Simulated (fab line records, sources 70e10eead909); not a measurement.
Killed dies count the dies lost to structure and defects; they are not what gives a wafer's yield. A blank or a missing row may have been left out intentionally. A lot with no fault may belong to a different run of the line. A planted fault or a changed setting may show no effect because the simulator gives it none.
fab line records	flow nand_harc
record: lots: 6	wafers: 18	last_day: 24
route steps=1159 shown A_STAIRCASE@725 A_SGD_CUT@747 END@1159
lots that met no fault: taken from a fault-free run of the same line
start_h: start of the lot's first displayed wafer, in hours after the record's first day	wait_h: hours since the lot's step before	" same as the row above	L1.1+2: a row that stands for several wafers	- no value, or no start was given	* or withheld: withheld	< > ~ a bound
route shown NAME@n: a module of which the file shows steps, and the number in the route of the first	usual: mean/standard deviation of fault-free wafers	same: alike in all rows	chamber/n: place in a boat	sites: per-site readings	_std_site: standard deviation of those values	_edge_site: the outer-site mean with the inner-site mean subtracted	radius_mm: how far each site lies from the wafer's centre	mask NAME#n: copy n	behind: the last tool/chamber to shape the wafer	hold: why the lot was held/for how many hours/how that ended	device: the n, p or np transistor that did not switch	end of line: the tests these same wafers got at the end of their route	a step with no rows: only its recipe	killed: the dies lost at the first sort to structure and to defects; this is not the yield of the wafer	map: the dies of a wafer, with x for killed, . for not killed, _ for no die there
set.NAME: the setting as run; set.NAME@STEP: as run at that earlier step	model.NAME: the simulator's own value behind a step, which no gauge read
a table for each step, a row for each wafer; lots at some steps of the route
services: the hour from which a tool's chamber was out of use, counted from the record's first day as start_h (under 0 if before that day), plus the number of hours and why
== steps ==
step: NHARC_A_STAIRCASE_HARDBAKE_442
recipe: temp_c: 120	time_s: 140
step: NHARC_A_STAIRCASE_DESCUM_443
recipe: time_s: 3	o2_flow_sccm: 200	ar_flow_sccm: 0	bias_power_w: 0	chemistry: O2
step: NHARC_A_STAIRCASE_ETCH_444
recipe: target_depth_a: 1.02e+05	time_s: 3400	c4f8_flow_sccm: 20	o2_flow_sccm: 10	ar_flow_sccm: withheld	rf_w: 600	bias_w: 1000	chemistry: C4F8/O2
step: NHARC_A_STAIRCASE_STRIP_446
recipe: power_w: 1500	temp_c: 250	chemistry: O2
step: NHARC_A_STAIRCASE_STRIP_447
recipe: time_s: 900	temp_c: 130	chemistry: SPM
step: NHARC_A_STAIRCASE_PRECLEAN_448
recipe: time_s: *	temp_c: 50	bath_age_min: 0	chemistry: SC1
step: NHARC_A_STAIRCASE_SRD_449
step: NHARC_A_STAIRCASE_CMP_450
recipe: target_thk_nm: 200	material: SiO2
step: NHARC_A_STAIRCASE_CMP_152
step: NHARC_A_STAIRCASE_SRD_154
step: NHARC_A_STAIRCASE_ETCH_403
recipe: target_depth_a: 1082	chemistry: dHF	material: SiO2
lot.wafer	tool	chamber	start_h	wait_h
L750.3+5+4	wet_bench-07	7,2,4	331.64	0.0
L753.2+3+1	wet_bench-05	0,1,2	360.41	0.0
L757.4+5+2	wet_bench-07	7,1,2	395.59	0.0
L762.2+6+5	wet_bench-07	6,0,1	395.88	0.0
L767.4+3+5	wet_bench-03	3,6,7	434.03	0.0
L768.5+3+6	wet_bench-05	6,1,2	452.83	0.0
step: NHARC_A_STAIRCASE_ETCHBACK_422
recipe: target_depth_a: 400	over_etch_frac: 0.3	time_s: 74.286	ion_energy_ev: 120	ch3f_flow_sccm: 50	o2_flow_sccm: 30	ar_flow_sccm: 200	rf_w: 500	bias_w: 100	chemistry: CH3F/O2
usual: drypump_motor_current_A: 6.0/0.35	oes_product_au: 0.96/0.037	rf_vpp_V: 245.2/1.8	showerhead_plenum_p_Torr: 2.51/0.11	throttle_valve_pct: 20.664/0.0089
lot.wafer	tool	chamber	start_h	wait_h	drypump_motor_current_A	oes_product_au	rf_hours_counter_h	rf_vpp_V	showerhead_plenum_p_Torr	throttle_valve_pct
L750.3	rie_diel-10	3	331.79	0.1	5.9	0.93	55	243.0	2.27	20.655
L750.4	"	1	"	"	5.7	0.92	60	247.9	2.64	20.669
L750.5	"	0	"	"	6.2	0.92	-	246.4	2.58	20.654
L753.1	rie_diel-02	0	360.56	0.1	6.0	1.00	9	242.4	2.34	20.659
L753.3	"	1	"	"	5.4	1.00	9	244.8	2.37	20.667
L753.2	"	2	"	"	5.2	0.99	7	243.6	2.41	20.673
L757.2	rie_diel-06	2	395.73	0.1	5.5	0.94	50	244.2	2.49	20.662
L757.4	"	0	"	"	6.5	0.92	53	244.1	2.41	20.659
L757.5	"	3	"	"	6.0	0.94	-	246.4	2.55	20.670
L762.2	rie_diel-06	2	396.06	0.2	5.4	0.94	50	246.1	2.49	20.649
L762.5	"	3	"	"	6.0	0.93	-	245.9	2.56	20.681
L762.6	"	0	"	"	6.5	0.92	-	242.9	2.41	20.661
L767.4	rie_diel-06	0	434.22	0.2	6.5	1.01	3	242.4	2.40	20.647
L767.3	"	2	"	"	5.5	1.03	4	243.3	2.49	20.666
L767.5	"	3	"	"	6.0	1.02	-	245.9	2.55	20.677
L768.3	rie_diel-02	0	452.99	0.1	6.1	0.90	47	242.8	2.33	20.661
L768.5	"	3	"	"	6.3	0.93	-	243.8	2.46	20.660
L768.6	"	0	"	"	6.0	0.91	-	242.1	2.32	20.673
step: NHARC_A_STAIRCASE_ETCH_423
recipe: target_depth_a: 300	chemistry: dHF	material: SiO2
step: NHARC_A_STAIRCASE_ETCHBACK_157
recipe: target_depth_a: 900	over_etch_frac: 0.3	time_s: 167.14	ion_energy_ev: 120	ch3f_flow_sccm: 50	o2_flow_sccm: 30	ar_flow_sccm: 200	rf_w: 500	bias_w: 100	chemistry: CH3F/O2
usual: drypump_motor_current_A: 6.0/0.37	oes_product_au: 0.97/0.036	rf_vpp_V: 245.1/1.7	showerhead_plenum_p_Torr: 2.51/0.11	throttle_valve_pct: 20.664/0.0085
lot.wafer	tool	chamber	start_h	wait_h	drypump_motor_current_A	oes_product_au	rf_hours_counter_h	rf_vpp_V	showerhead_plenum_p_Torr	throttle_valve_pct
L750.3	rie_diel-10	1	332.18	0.2	5.7	0.96	60	247.1	2.64	20.669
L750.4	"	3	"	"	5.9	0.97	55	241.1	2.27	20.668
L750.5	"	1	"	"	5.7	0.96	-	248.1	2.64	20.656
L753.1	rie_diel-06	2	360.92	0.1	5.5	0.94	37	244.8	2.50	20.679
L753.3	"	3	"	"	6.0	0.94	41	245.3	2.56	20.657
L753.2	"	1	"	"	6.0	0.94	42	245.4	2.64	20.666
L757.2	rie_diel-10	3	396.09	0.2	5.9	0.99	8	246.6	2.66	20.655
L757.4	"	0	"	"	6.2	0.99	12	246.9	2.57	20.676
L757.5	"	0	"	"	6.2	1.00	-	246.1	2.57	20.677
L762.2	rie_diel-10	3	396.42	0.2	5.9	0.99	9	246.7	2.66	20.665
L762.6	"	1	"	"	5.6	1.01	-	248.4	2.63	20.652
L762.5	"	2	"	"	6.4	0.98	-	243.3	2.52	20.673
L767.3	rie_diel-02	3	434.58	0.2	6.3	0.94	34	245.1	2.46	20.664
L767.4	"	1	"	"	5.4	0.99	36	242.4	2.36	20.652
L767.5	"	2	"	"	5.2	0.99	-	242.9	2.40	20.654
L768.3	rie_diel-10	0	453.36	0.2	6.2	0.91	33	244.9	2.56	20.676
L768.5	"	3	"	"	6.0	0.91	-	246.9	2.65	20.668
L768.6	"	0	"	"	6.2	0.92	-	245.9	2.56	20.675
step: NHARC_A_STAIRCASE_STRIP_475
recipe: time_s: 20	o2_flow_sccm: 500	ar_flow_sccm: 0	bias_w: 0	chemistry: O2
usual: drypump_motor_current_A: 6.0/0.37	oes_product_au: 0.998/0.0091	rf_vpp_V: 57.9/0.92	showerhead_plenum_p_Torr: 3.59/0.16	throttle_valve_pct: 17.036/0.0081
lot.wafer	tool	chamber	start_h	wait_h	drypump_motor_current_A	oes_product_au	rf_hours_counter_h	rf_vpp_V	showerhead_plenum_p_Torr	throttle_valve_pct
L750.4	rie_diel-10	1	-	-	5.7	1.002	60	59.3	3.77	17.048
L750.3	"	2	"	"	6.4	0.996	49	57.2	3.62	17.029
L750.5	"	2	"	"	6.4	0.994	-	59.3	3.62	17.043
L753.2	rie_diel-06	3	-	-	6.0	0.999	41	57.0	3.67	17.048
L753.3	"	0	"	"	6.5	0.981	42	57.7	3.46	17.031
L753.1	"	1	"	"	6.0	1.011	42	58.5	3.78	17.043
L757.2	rie_diel-10	0	-	-	6.2	1.001	13	58.6	3.69	17.022
L757.4	"	1	"	"	5.7	1.016	11	57.7	3.76	17.015
L757.5	"	3	"	"	6.0	0.990	-	58.8	3.80	17.040
L762.2	rie_diel-10	2	-	-	6.4	0.990	14	59.4	3.61	17.026
L762.5	"	2	"	"	6.4	0.994	-	58.4	3.61	17.030
L762.6	"	3	"	"	6.0	0.994	-	58.6	3.80	17.026
L767.3	rie_diel-02	0	-	-	6.0	0.986	40	57.0	3.35	17.035
L767.4	"	2	"	"	5.2	0.994	35	57.7	3.45	17.024
L767.5	"	1	"	"	5.4	1.000	-	57.8	3.39	17.056
L768.3	rie_diel-10	2	-	-	6.4	0.999	37	58.0	3.60	17.033
L768.5	"	0	"	"	6.2	1.001	-	59.5	3.67	17.038
L768.6	"	1	"	"	5.7	1.003	-	58.3	3.75	17.038
step: NHARC_A_STAIRCASE_DEP_471
recipe: target_thk_a: 1000	temp_c: 400	pressure_torr: 6.5	rf_w: 900	teos_flow_sccm: 161.4	flow_sccm: 2650	target_thk_nm: 100	gas: O2	material: SiO2
step: NHARC_A_STAIRCASE_CMP_472
recipe: material: SiO2
usual: motor_current_A: 12.4/1.3	slurry_filter_dp_kPa: 13.49/0.14
lot.wafer	tool	chamber	start_h	wait_h	motor_current_A	slurry_filter_dp_kPa
L750.4	cmp-01	0	332.92	0.3	14.1	13.74
L750.3	"	1	"	"	11.7	13.23
L750.5	"	2	"	"	12.0	13.33
L753.2	cmp-04	1	361.50	0.2	14.2	13.88
L753.3	"	2	"	"	12.2	13.79
L753.1	"	3	"	"	14.1	13.64
L757.2	cmp-02	1	396.65	0.2	10.2	13.54
L757.4	"	2	"	"	11.2	13.55
L757.5	"	1	"	"	9.9	13.42
L762.2	cmp-02	1	396.96	0.2	10.3	13.29
L762.5	"	1	"	"	10.4	13.30
L762.6	"	2	"	"	10.7	13.39
L767.4	cmp-04	2	435.12	0.2	11.8	13.43
L767.3	"	3	"	"	14.1	13.58
L767.5	"	3	"	"	14.1	13.29
L768.3	cmp-01	1	453.90	0.2	12.1	13.28
L768.6	"	1	"	"	11.3	13.33
L768.5	"	2	"	"	11.8	13.51
step: NHARC_A_STAIRCASE_SRD_474
step: NHARC_A_SGD_CUT_DEP_00
recipe: target_thk_a: 500	temp_c: 400	target_thk_nm: 50	flow_sccm: 200	rf_w: 450	material: SiNx
step: NHARC_A_SGD_CUT_DEHYDRATE_01
recipe: temp_c: 150	time_s: 120
step: NHARC_A_SGD_CUT_HMDS_02
recipe: time_s: 30
step: NHARC_A_SGD_CUT_COAT_56
recipe: temp_c: 260	time_s: 75
step: NHARC_A_SGD_CUT_COAT_57
recipe: temp_c: 225	time_s: 65
step: NHARC_A_SGD_CUT_COAT_03
recipe: spin_rpm: 1500	resist_thk_nm: 90
step: NHARC_A_SGD_CUT_SOFTBAKE_04
recipe: temp_c: 105	time_s: 55
step: NHARC_A_SGD_CUT_EBR_05
step: NHARC_A_SGD_CUT_EXPOSE_06
recipe: na: 1.35	dose_mj: 85.59	mask_id: SGD
step: NHARC_A_SGD_CUT_PEB_07
recipe: peb_temp_c: 100	peb_time_s: 65
step: NHARC_A_SGD_CUT_DEVELOP_08
recipe: develop_time_s: 35	dev_temp_c: 23
step: NHARC_A_SGD_CUT_CD_MEAS_09
recipe: target_cd_nm: 100	landing_energy_ev: 500
usual: cd_nm: 99.7/0.58
lot.wafer	tool	chamber	start_h	wait_h	cd_nm
L750.3	cd_sem-03	0	334.02	-	100.5
L750.4	"	0	"	"	100.4
L750.5	"	0	"	"	99.9
L753.1	cd_sem-03	0	362.65	-	99.2
L753.2	"	0	"	"	98.3
L753.3	"	0	"	"	99.5
L757.2	cd_sem-03	0	397.78	-	99.6
L757.4	"	0	"	"	98.5
L757.5	"	0	"	"	99.0
L762.2	cd_sem-01	0	398.09	-	99.4
L762.5	"	0	"	"	100.2
L762.6	"	0	"	"	98.7
L767.3	cd_sem-02	0	436.26	-	99.6
L767.4	"	0	"	"	99.9
L767.5	"	0	"	"	99.9
L768.3	cd_sem-03	0	455.05	-	100.1
L768.5	"	0	"	"	99.8
L768.6	"	0	"	"	100.1
step: NHARC_A_SGD_CUT_OVL_MEAS_10
usual: overlay_x_nm: -0.1/0.87	overlay_y_nm: 0.0/0.82
lot.wafer	tool	chamber	start_h	wait_h	overlay_x_nm	overlay_y_nm
L750.3	overlay-02	-	334.10	-	1.8	-0.1
L750.4	"	-	"	"	1.6	0.5
L750.5	"	-	"	"	2.3	-0.1
L753.1	overlay-02	-	362.75	-	-2.0	0.8
L753.2	"	-	"	"	-2.0	0.5
L753.3	"	-	"	"	-2.6	0.5
L757.2	overlay-02	-	397.87	-	0.3	1.8
L757.4	"	-	"	"	0.6	2.0
L757.5	"	-	"	"	0.5	1.9
L762.2	overlay-02	-	398.18	-	-0.3	-0.6
L762.5	"	-	"	"	0.4	-0.5
L762.6	"	-	"	"	-0.1	-0.6
L767.3	overlay-01	-	436.35	-	-0.7	-1.1
L767.4	"	-	"	"	-0.4	-1.5
L767.5	"	-	"	"	-0.1	-0.9
L768.3	overlay-01	-	455.14	-	-0.6	0.5
L768.5	"	-	"	"	-0.6	0.7
L768.6	"	-	"	"	-0.8	0.2
step: NHARC_A_SGD_CUT_DESCUM_14
recipe: time_s: 3	o2_flow_sccm: 200	ar_flow_sccm: 0	bias_power_w: 0	chemistry: O2
usual: drypump_motor_current_A: 5.6/0.58	oes_product_au: 1.001/0.011	rf_vpp_V: 57.8/0.9	showerhead_plenum_p_Torr: 1.91/0.093	throttle_valve_pct: 11.312/0.0092
lot.wafer	tool	chamber	start_h	wait_h	hold	drypump_motor_current_A	oes_product_au	rf_hours_counter_h	rf_vpp_V	showerhead_plenum_p_Torr	throttle_valve_pct
L750.3	rie_diel-08	1	334.20	0.1	-	6.2	0.999	3	57.8	1.92	11.298
L750.4	"	0	"	"	-	6.1	0.996	3	58.0	1.91	11.314
L750.5	"	1	"	"	-	6.3	0.990	-	58.6	1.92	11.316
L753.1	rie_diel-08	2	362.85	0.1	-	5.0	0.999	5	57.7	2.00	11.325
L753.2	"	0	"	"	-	6.1	0.988	5	57.0	1.91	11.309
L753.3	"	1	"	"	-	6.2	0.991	5	58.5	1.92	11.321
L762.2	rie_diel-08	3	401.53	3.1	await_dispo/3.1h/release	5.8	0.994	9	59.1	2.02	11.322
L762.5	"	3	"	"	await_dispo/3.1h/release	5.8	0.998	-	59.2	2.02	11.298
L762.6	"	0	"	"	await_dispo/3.1h/release	6.1	0.994	-	57.5	1.91	11.300
L757.2	rie_diel-05	0	403.26	5.2	await_dispo/5.1h/release	4.9	0.998	3	57.7	1.79	11.309
L757.5	"	2	"	"	await_dispo/5.1h/release	5.2	1.027	-	57.3	2.06	11.318
L757.4	"	0	"	"	await_dispo/5.1h/release	4.9	0.993	-	57.2	1.79	11.297
L767.3	rie_diel-04	0	436.46	0.1	-	5.9	1.004	15	57.9	1.83	11.308
L767.4	"	1	"	"	-	5.6	1.003	15	58.0	1.81	11.321
L767.5	"	3	"	"	-	6.7	1.000	-	57.3	1.82	11.313
L768.3	rie_diel-05	3	455.27	0.1	-	5.2	1.015	7	58.9	1.98	11.305
L768.5	"	0	"	"	-	4.9	0.990	-	57.5	1.79	11.318
L768.6	"	1	"	"	-	4.7	1.019	-	57.3	1.79	11.307
step: NHARC_END_SORT_01
recipe: temp_c: 25
usual: killed_at_array: 28/10	killed_at_other: 0.5/0.82	killed_at_periphery: 3.4/2.2	killed_dies: 31/10	killed_open: 3.4/1.9	killed_short: 1.9/1.3
same: gross_dies: 677
lot.wafer	tool	chamber	start_h	wait_h	killed_at_array	killed_at_other	killed_at_periphery	killed_dies	killed_open	killed_short
L762.2	prober-02	0	548.23	2.8	64	0	4	68	0	5
L762.5	prober-02	0	550.61	3.7	91	0	1	92	1	1
L762.6	prober-02	0	551.40	4.0	96	2	0	98	1	1
L757.2	prober-02	0	556.02	2.8	89	0	2	91	5	2
L757.4	prober-02	0	557.59	3.4	95	0	5	100	7	2
L757.5	prober-02	0	558.37	3.6	93	0	4	97	3	1
killed by level:class
L762.2 A_STAIRCASE:unspecified=37 A_SLIT:chamber_film_flake=11 A_BLC:chamber_film_flake=4 A_CHANNEL_HOLE_D1:chamber_film_flake=3 A_CONTACT:chamber_film_flake=3 A_ONON_D1:geometric_particle:short=2 A_WL_FILL:geometric_particle:short=2 P_STI:chamber_film_flake=2
L762.5 A_STAIRCASE:unspecified=72 A_SLIT:chamber_film_flake=9 A_CONTACT:chamber_film_flake=3 A_CHANNEL_HOLE_D1:chamber_film_flake=2 A_BLC:chamber_film_flake=2 A_WL_FILL:geometric_particle:open=1 A_WL_FILL:geometric_particle:short=1 P_M0:chamber_film_flake=1
L762.6 A_STAIRCASE:unspecified=71 A_SLIT:chamber_film_flake=11 A_CONTACT:chamber_film_flake=7 A_CHANNEL_HOLE_D1:chamber_film_flake=4 A_CHANNEL_FILL_D1:geometric_particle:open=1 STARTING-WAFER:geometric_particle:short=1 A_STAIRCASE:chamber_film_flake=1 A_BLC:chamber_film_flake=1
L757.2 A_STAIRCASE:unspecified=53 A_CHANNEL_HOLE_D1:chamber_film_flake=20 A_STAIRCASE:chamber_film_flake=4 A_CONTACT:chamber_film_flake=3 A_BLC:chamber_film_flake=3 A_CONTACT:geometric_particle:open=2 P_M2:geometric_particle:open=1 A_CHANNEL_FILL_D1:geometric_particle:open=1
L757.4 A_STAIRCASE:unspecified=69 A_CHANNEL_HOLE_D1:chamber_film_flake=13 P_M0:geometric_particle:open=2 A_CONTACT:geometric_particle:open=2 A_STAIRCASE:chamber_film_flake=2 A_CONTACT:chamber_film_flake=2 A_BLC:chamber_film_flake=2 P_CONTACT:geometric_particle:open=1
L757.5 A_STAIRCASE:unspecified=69 A_CHANNEL_HOLE_D1:chamber_film_flake=18 P_M0:geometric_particle:open=2 A_CONTACT:chamber_film_flake=2 P_GATE:geometric_particle:open=1 A_CONTACT:geometric_particle:short=1 P_STI:chamber_film_flake=1 A_ZERO_WELL:chamber_film_flake=1
map L757.4 (x killed, . not)
____________.____________
_________......._________
_______..........._______
______.............______
_____..............._____
____..............x..____
____.................____
___.........x.xxx.....___
___.........xxxx......___
__.........xxxxxx......__
__.x.......xxxxxx.x....__
_...x.....xxxxxxxxx....._
_x........xxxxxxxxx....._
_xx.......xxxxxxx......._
_x...x.....xxxxxx.x....._
_x.x......x.xxxxx......._
xxxx.xx.....xxxxx........
...........xxxx........x.
............x.xx.........
..............x...x......
.........................
_....................x.._
_......................._
_........x.x.......x...._
_xx....................._
_......................._
__...x.................__
__.....................__
___...................___
___..x................___
____.x......x........____
____.................____
_____..............._____
______.............______
_______..........._______
_________......._________
____________.____________
map L762.6 (x killed, . not)
____________.____________
_________......._________
_______.......x..._______
______.............______
_____..............._____
____.................____
____..x..............____
___..x......x.........___
___...................___
__.x...x............x..__
__.....................__
_...x................x.._
_......................._
_..........xx..xxx......_
_............xx........._
_..........x.xxxxx......_
............xxxxxx.......
...........xxxxxxxxx.....
...........xxxxxxxx......
..........x.xxxxxx.......
............xxxxxxx......
_.........x.xxxxxxx.x..._
_..........xxx.xxxxxx..._
_..x.........x.xxxxx...._
_............xx.x.xx...._
_............x..xx......_
__..............x..x...__
__.................x...__
___................x..___
___...................___
____.................____
____.................____
_____.............x._____
______.............______
_______......x...._______
_________......._________
____________.____________
== services ==
tool	chamber	start_h	hours	kind
rie_diel-10	-	310.41	0.8	repair
cmp-04	-	311.04	2.1	repair
cmp-01	-	315.12	2.1	repair
rie_diel-05	1	318.65	1.5	repair
rie_diel-02	-	329.09	9.0	pm
cmp-02	-	330.73	4.0	pm
rie_diel-05	-	340.60	9.0	pm
cmp-01	-	341.05	4.1	repair
cmp-01	-	348.56	0.4	repair
cmp-02	-	351.73	0.2	repair
cmp-02	-	352.30	0.3	repair
rie_diel-10	-	353.53	9.0	pm
rie_diel-10	3	367.24	13.3	repair
rie_diel-05	0	369.69	4.2	repair
rie_diel-08	2	372.56	9.2	repair
wet_bench-05	-	372.80	8.0	pm
cmp-01	-	379.30	4.0	pm
rie_diel-08	1	385.48	2.0	repair
rie_diel-10	1	386.81	5.0	repair
rie_diel-06	-	390.24	1.4	repair
rie_diel-06	-	418.43	9.0	pm
rie_diel-02	3	427.16	5.2	repair
rie_diel-10	0	438.69	3.4	repair
wet_bench-07	-	448.00	8.0	pm
== key ==
first_sign: step: NHARC_END_SORT_01	reading: killed_at_array	direction: up	sigmas: 5.9	usual: 28	struck: 88
effect: step: NHARC_END_SORT_01	reading: killed_dies	direction: up	sigmas: 5.8	usual: 31	struck: 91
more_kills_born_at: NHARC_A_STAIRCASE_ETCH_403@wet_bench-07: 371
met_at NHARC_A_STAIRCASE_ETCH_403
struck_wafers L757.2,L757.4,L757.5,L762.2,L762.5,L762.6
tester_left_out L757,L762
onset_between 331.64 395.59
also_fits NHARC_A_STAIRCASE_CMP_472:cmp-02
fault: kind: chamber_particle_source	tool: wet_bench-07	chamber: -	onset_h: 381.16	steps: NHARC_A_STAIRCASE_ETCH_403	rate_per_visit_cm2: 0.39056	end_h: 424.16
tester_left_out: of these lots the tester's yield and bins aren't shown, on N5 and GAA mostly nor the transistor test; their killed dies are dies lost to structure and defects alone, not to doping, threshold or leakage, so they don't give the yield
